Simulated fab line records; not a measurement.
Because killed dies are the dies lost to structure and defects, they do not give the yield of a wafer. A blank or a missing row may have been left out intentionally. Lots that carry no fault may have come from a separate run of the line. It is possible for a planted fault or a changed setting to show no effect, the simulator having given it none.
Comparing a struck lot with a sound one	flow nandHarc	14 steps out of a route of 1302
Sound: the wafers L379.1, L379.3, L379.6. Wafers L371.1, L371.3, L371.4 were the ones struck. At the end, the cause is stated.
For every step that has rows: the tool of each side, followed by ch and its chambers, followed by its first start. Under that, the readings that differ: sound wafers	struck wafers	difference of the means	sigmas: that difference in standard deviations of wafers without a fault.
alike: words and numbers the same on both sides, and readings whose means are apart by under 2 such deviations; not compared: readings that were withheld, readings missing a value for some wafer, numbers with overlapping values and no deviation given by the record, and bounds like >300 which may hide the same value.
The two part at a step that has a row with sigmas, a row that says differs or no value, or rows on one side only. Numbers that don't overlap but have no deviation are shown without sigmas and don't part them. A reading missing from all wafers of one side parts the sides only when that side holds two or more wafers.

NHARC_A_ONON_D2_THK_MEAS_02: measures by ellipsometry.
  sound on filmMetro-01, day 17 01:05; struck on filmMetro-02, day 13 13:46
  alike: thkNm
following that, 1 step holds no rows for these wafers, namely NHARC_A_ONON_D2_DEP_03 (target thickness 1000 nm).
NHARC_A_ONON_D2_THK_MEAS_05: measures by ellipsometry.
  sound on filmMetro-01, day 17 01:40; struck on filmMetro-01, day 13 14:20
reading	sound	struck	difference	sigmas
thkNm (nm)	1015 1015 1016	995 995 995	-20	-2
following that, 1 step holds no rows for these wafers, namely NHARC_A_ONON_D2_DEP_06 (target thickness 1000 nm).
NHARC_A_ONON_D2_THK_MEAS_08: measures by ellipsometry.
  sound on filmMetro-01, day 17 02:14; struck on filmMetro-02, day 13 14:54
  alike: thkNm
following that, 1 step holds no rows for these wafers, namely NHARC_A_ONON_D2_DEP_09 (target thickness 1000 nm).
NHARC_A_ONON_D2_THK_MEAS_11: measures by ellipsometry.
  sound on filmMetro-01, day 17 02:47; struck on filmMetro-01, day 13 15:28
reading	sound	struck	difference	sigmas
thkNm (nm)	996 996 996	1018 1017 1016	+21	+2
following that, 1 step holds no rows for these wafers, namely NHARC_A_ONON_D2_DEP_12 (target thickness 1000 nm).
NHARC_A_ONON_D2_THK_MEAS_14: measures by ellipsometry.
  sound on filmMetro-01, day 17 03:22; struck on filmMetro-02, day 13 16:02
  alike: thkNm
then, 2 steps without rows for these wafers: NHARC_A_ONON_D2_ANNEAL_15 (time 3600 s); NHARC_A_ONON_D2_DEP_16 (target thk 1000 nm).
NHARC_A_ONON_D2_THK_MEAS_18: measures by ellipsometry.
  sound on filmMetro-01, day 17 11:04; struck on filmMetro-01, day 14 01:49
  alike: thkNm
NHARC_A_ONON_D2_DEP_19: target thk 1000 nm.
  sound on pecvdOnon-02 ch 0, day 17 11:07; struck on pecvdOnon-03, day 14 01:52
  no value came back on the struck wafers for n2FlowSccm (sccm), n2oFlowSccm (sccm); on the sound wafers n2FlowSccm (sccm) reads 2755 2750 2759
-- break in the record here, with 11 days between the starts of the struck wafers on either side (left off in module A_ONON_D2, picked up again in module END, where the first step shown is number 1302 on the route) --
NHARC_END_SORT_01:
  at this point the record logs the struck wafers (prober-01 ch 0, day 25 13:46) and has no rows for the sound ones

WHERE THEY PART
Last at NHARC_END_SORT_01 as far as this record goes, first at NHARC_A_ONON_D2_THK_MEAS_05.

WHY: the cause the simulator had injected
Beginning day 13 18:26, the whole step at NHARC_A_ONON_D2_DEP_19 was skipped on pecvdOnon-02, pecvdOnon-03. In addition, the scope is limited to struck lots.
